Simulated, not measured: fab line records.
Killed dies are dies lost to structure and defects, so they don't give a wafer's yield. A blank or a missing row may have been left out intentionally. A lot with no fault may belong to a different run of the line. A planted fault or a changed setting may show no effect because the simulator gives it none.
fab line records	flow n5Finfet	part 2 of 2: steps 24 to 29 of 29
record: lots: 5	wafers: 15	lastDay: 16
route steps=1938 shown BEOL_M12@1611
lots that met no fault: from a run of the same line without faults
startH: hours from the record's opening day to when the first of the lot's shown wafers began	waitH: hours from the lot's prior step to this one	" as in the row above	L1.1+2: several wafers, shown together as one row	- no value, or no start was given	* or withheld: withheld	< > ~ a bound
route shown NAME@n: names a module that has steps shown in the file, with the first one's number in the route	usual: mean and standard deviation over wafers with no fault	same: alike in all rows	chamber/n: place in a boat	sites: per-site readings	_std_site: how widely they spread, as a standard deviation	_edge_site: outer sites' mean less inner sites'	radiusMm: for every site, how far away it sits from the centre of the wafer	mask NAME#n: copy n	behind: the most recent tool/chamber to have shaped the wafer	hold: what put the lot on hold/how long, in hours/how the hold closed	device: whichever transistor did not switch (one of n, p or np)	end of line: the tests these same wafers got at the end of their route	a step without rows: its recipe alone	killed: not the wafer's yield, but the dies lost to structure and defects at the first sort	map: dies across one wafer; x = killed, . = not, _ = none there
set.NAME: setting as actually run; set.NAME@STEP: the setting as run at that earlier step	model.NAME: the simulator's own value behind a step, which no gauge read
certain route steps with their lots: each step a table, each wafer a row
services: a tool's chamber out of use, with start hour (startH, from the record's first day; less than 0 if before it), hours out, and reason
== steps ==
step: N5_BEOL_M12_INSPECT_30
recipe: mode: adi	inspectInstrument: macro
usual: rawDefectCount: 2.0/1.3
lot.wafer	tool	chamber	startH	waitH	rawDefectCount
L076.3	defectInspect-01	-	252.15	0.0	1
L076.5	"	-	"	"	4
L076.6	"	-	"	"	1
L080.1	defectInspect-02	-	268.66	0.0	2
L080.2	"	-	"	"	2
L080.4	"	-	"	"	1
L085.2	defectInspect-02	-	302.24	0.0	1
L085.4	"	-	"	"	1
L085.6	"	-	"	"	3
L089.2	defectInspect-01	-	318.39	0.0	2
L089.3	"	-	"	"	1
L089.4	"	-	"	"	1
L091.1	defectInspect-01	-	344.18	0.0	2
L091.3	"	-	"	"	5
L091.4	"	-	"	"	1
step: N5_BEOL_M12_DESCUM_33
recipe: chemistry: O2	timeS: 7.9	sourcePowerW: 50	biasPowerW: 20	pressureMtorr: 20	rfFrequencyHz: 2.712e+07	tempC: 40	o2FlowSccm: 225
usual: drypumpMotorCurrentA: 5.6/0.46	o2FlowSccm: 224.9/0.71	oesProductAu: 0.82/0.063	rfVppV: 243.3/1.5	showerheadPlenumPTorr: 2.10/0.081	throttleValvePct: 20.42/0.19
lot.wafer	tool	chamber	startH	waitH	drypumpMotorCurrentA	o2FlowSccm	oesProductAu	rfHoursCounterH	rfVppV	showerheadPlenumPTorr	throttleValvePct
L076.3	rieDiel-05	1	252.84	0.7	6.1	224.8	0.86	43	243.3	2.13	20.18
L076.5	"	0	"	"	5.5	223.4	0.84	-	243.6	2.03	20.18
L076.6	"	1	"	"	6.1	223.7	0.87	-	242.4	2.13	20.18
L080.1	rieDiel-01	3	268.74	0.1	5.4	223.0	0.77	131	240.8	2.01	20.10
L080.2	"	2	"	"	5.3	225.5	0.75	149	240.9	2.01	20.35
L080.4	"	0	"	"	6.2	225.9	1.00	-	241.5	2.06	20.48
L085.2	rieDiel-06	0	302.72	0.5	4.8	224.9	0.79	102	244.0	2.20	20.66
L085.4	"	0	"	"	4.8	224.8	0.79	-	244.0	2.20	20.64
L085.6	"	1	"	"	6.2	225.0	0.81	-	246.2	2.21	20.60
L089.2	rieDiel-06	0	318.43	0.0	4.8	224.5	0.78	111	244.6	2.20	20.66
L089.3	"	1	"	"	6.2	225.6	0.79	96	245.7	2.21	20.61
L089.4	"	0	"	"	4.8	224.7	0.77	-	245.2	2.20	20.66
L091.1	rieDiel-05	2	344.44	0.3	5.6	225.6	0.79	127	241.8	2.00	20.65
L091.3	"	0	"	"	5.5	225.0	0.80	97	242.8	2.02	20.21
L091.4	"	3	"	"	4.9	226.3	0.81	85	245.3	2.20	20.32
step: N5_BEOL_M12_ETCH_67
recipe: chemistry: CF4	target: SiARC	targetDepthA: 1430	timeS: 238.3	ionEnergyEv: 80	pressureMtorr: 40	sourceW: 545	biasW: 36	Ar_flow_sccm: 100	cf4FlowSccm: 100	ends: cleared
usual: drypumpMotorCurrentA: 5.6/0.46	etchRfOnTimeS: 236/3.4	oesProductAu: 0.70/0.052	rfVppV: 184.1/1.2	showerheadPlenumPTorr: 2.15/0.076	throttleValvePct: 15.59/0.19
lot.wafer	tool	chamber	startH	waitH	drypumpMotorCurrentA	etchRfOnTimeS	oesProductAu	rfHoursCounterH	rfVppV	showerheadPlenumPTorr	throttleValvePct
L076.3	rieDiel-05	1	252.87	0.0	6.1	234	0.75	43	183.2	2.17	15.31
L076.5	"	0	"	"	5.5	240	0.70	-	182.8	2.09	15.39
L076.6	"	1	"	"	6.1	232	0.75	-	184.6	2.17	15.32
L080.1	rieDiel-01	3	268.77	0.0	5.4	242	0.66	131	184.3	2.06	15.29
L080.2	"	2	"	"	5.3	235	0.65	149	182.6	2.06	15.50
L080.4	"	0	"	"	6.2	230	0.84	-	183.9	2.11	15.59
L085.2	rieDiel-06	0	302.76	0.0	4.8	235	0.69	102	184.1	2.24	15.79
L085.4	"	0	"	"	4.8	236	0.69	-	185.2	2.24	15.79
L085.6	"	1	"	"	6.2	240	0.69	-	184.6	2.25	15.72
L089.2	rieDiel-06	0	318.46	0.0	4.8	235	0.69	111	185.2	2.24	15.81
L089.3	"	1	"	"	6.2	237	0.69	96	185.8	2.25	15.72
L089.4	"	0	"	"	4.8	236	0.68	-	184.6	2.24	15.80
L091.1	rieDiel-05	2	344.48	0.0	5.6	233	0.68	127	183.4	2.06	15.89
L091.3	"	0	"	"	5.4	242	0.67	97	183.3	2.08	15.45
L091.4	"	3	"	"	5.0	240	0.68	85	186.0	2.25	15.55
step: N5_BEOL_M12_ETCH_68
recipe: chemistry: N2/H2	target: SOC	maskMaterial: SiARC	sourceW: 3000	biasW: 350	tempC: 40	timeS: 285	ionEnergyEv: 200	pressureMtorr: 30	n2FlowSccm: 200	h2FlowSccm: 200
usual: drypumpMotorCurrentA: 5.6/0.46	oesProductAu: 0.82/0.062	rfVppV: 524.2/2.8	showerheadPlenumPTorr: 2.55/0.096	throttleValvePct: 17.74/0.18
lot.wafer	tool	chamber	startH	waitH	drypumpMotorCurrentA	oesProductAu	rfHoursCounterH	rfVppV	showerheadPlenumPTorr	throttleValvePct
L076.3	rieDiel-05	1	253.02	0.1	6.1	0.88	43	526.0	2.58	17.49
L076.5	"	0	"	"	5.5	0.84	-	522.9	2.47	17.52
L076.6	"	1	"	"	6.1	0.88	-	525.9	2.58	17.50
L080.1	rieDiel-01	3	268.92	0.1	5.4	0.77	131	522.5	2.45	17.53
L080.2	"	2	"	"	5.3	0.75	149	521.8	2.44	17.74
L080.4	"	0	"	"	6.2	1.00	-	523.7	2.51	17.80
L085.2	rieDiel-06	0	302.90	0.1	4.8	0.79	102	526.7	2.66	17.85
L085.4	"	0	"	"	4.8	0.79	-	527.8	2.66	17.85
L085.6	"	1	"	"	6.2	0.81	-	528.2	2.68	17.94
L089.2	rieDiel-06	0	318.61	0.1	4.8	0.79	111	528.7	2.66	17.85
L089.3	"	1	"	"	6.2	0.80	96	526.5	2.68	17.97
L089.4	"	0	"	"	4.8	0.79	-	528.1	2.66	17.87
L091.1	rieDiel-05	2	344.62	0.1	5.7	0.80	127	522.0	2.44	18.02
L091.3	"	0	"	"	5.5	0.81	97	521.6	2.45	17.59
L091.4	"	3	"	"	5.0	0.81	85	528.3	2.68	17.58
step: N5_BEOL_M12_STRIP_69
recipe: chemistry: N2/H2	tempC: 40	n2FlowSccm: 200	h2FlowSccm: 200	rfFrequencyHz: 6e+07
lot.wafer	tool	chamber	startH	waitH
L076.3+5+6	rieDiel-05	1,0,1	253.19	0.1
L080.1+2+4	rieDiel-01	3,2,0	269.09	0.1
L085.2+4+6	rieDiel-06	0,0,1	303.08	0.1
L089.2+3+4	rieDiel-06	0,1,0	318.78	0.1
L091.1+3+4	rieDiel-05	2,0,3	344.80	0.1
step: N5_BEOL_M12_TRENCH_ETCH_34
recipe: chemistry: C4F8/O2/Ar	target: SiOC	targetDepthA: 3189.5	maskMaterial: SOC	pressureMtorr: 30	sourceW: 3000	biasW: 700	Ar_flow_sccm: 400	C4F8_flow_sccm: 15	O2_flow_sccm: 8	heInnerTorr: 15	heOuterTorr: 30	timeS: 125.5	ionEnergyEv: 250
usual: drypumpMotorCurrentA: 5.6/0.46	oesProductAu: 0.82/0.061	rfVppV: 666/3.4	showerheadPlenumPTorr: 3.43/0.12	throttleValvePct: 24.20/0.21
lot.wafer	tool	chamber	startH	waitH	drypumpMotorCurrentA	oesProductAu	rfHoursCounterH	rfVppV	showerheadPlenumPTorr	throttleValvePct
L076.3	rieDiel-05	1	253.20	0.0	6.1	0.86	43	666	3.46	23.89
L076.5	"	0	"	"	5.5	0.83	-	662	3.33	23.99
L076.6	"	1	"	"	6.1	0.87	-	667	3.46	23.90
L080.1	rieDiel-01	3	269.10	0.0	5.4	0.77	132	662	3.30	23.87
L080.2	"	2	"	"	5.3	0.75	150	663	3.27	23.97
L080.4	"	0	"	"	6.2	0.98	-	664	3.38	24.34
L085.2	rieDiel-06	0	303.09	0.0	4.8	0.79	102	670	3.57	24.37
L085.4	"	0	"	"	4.8	0.80	-	671	3.57	24.38
L085.6	"	1	"	"	6.2	0.81	-	670	3.60	24.42
L089.2	rieDiel-06	0	318.79	0.0	4.8	0.78	111	669	3.56	24.39
L089.3	"	1	"	"	6.3	0.79	96	670	3.59	24.42
L089.4	"	0	"	"	4.8	0.78	-	670	3.56	24.39
L091.1	rieDiel-05	2	344.81	0.0	5.7	0.80	127	662	3.29	24.49
L091.3	"	0	"	"	5.5	0.80	97	663	3.32	24.05
L091.4	"	3	"	"	4.9	0.81	86	669	3.59	24.12
== services ==
tool	chamber	startH	hours	kind
plasmaAsher-02	-	227.36	28.1	pm
krfScanner-02	-	238.57	0.8	pm
krfScanner-01	-	241.07	3.0	pm
rieDiel-06	0	248.46	12.2	repair
rieDiel-06	2	253.30	11.7	repair
lithoTrack-04	-	258.54	-	consumableReplace:filter
krfScanner-01	-	272.40	1.0	pm
krfScanner-02	-	285.57	3.5	repair
krfScanner-01	-	289.12	0.8	pm
rieDiel-06	2	297.24	-	clean
rieDiel-06	2	297.24	-	consumableReplace:focusRing
rieDiel-06	2	297.24	22.7	scheduledDown
rieDiel-06	2	297.24	22.7	ventCycle
krfScanner-01	-	298.18	0.8	pm
plasmaAsher-01	-	300.02	1.0	repair
krfScanner-02	-	316.87	1.3	pm
krfScanner-01	-	318.01	1.0	repair
krfScanner-02	-	319.02	1.0	pm
rieDiel-06	0	323.11	6.4	repair
rieDiel-05	-	328.94	1.0	repair
krfScanner-01	-	329.79	2.1	repair
rieDiel-06	1	331.98	7.0	repair
rieDiel-01	3	338.74	10.4	repair
rieDiel-06	2	343.55	9.0	repair
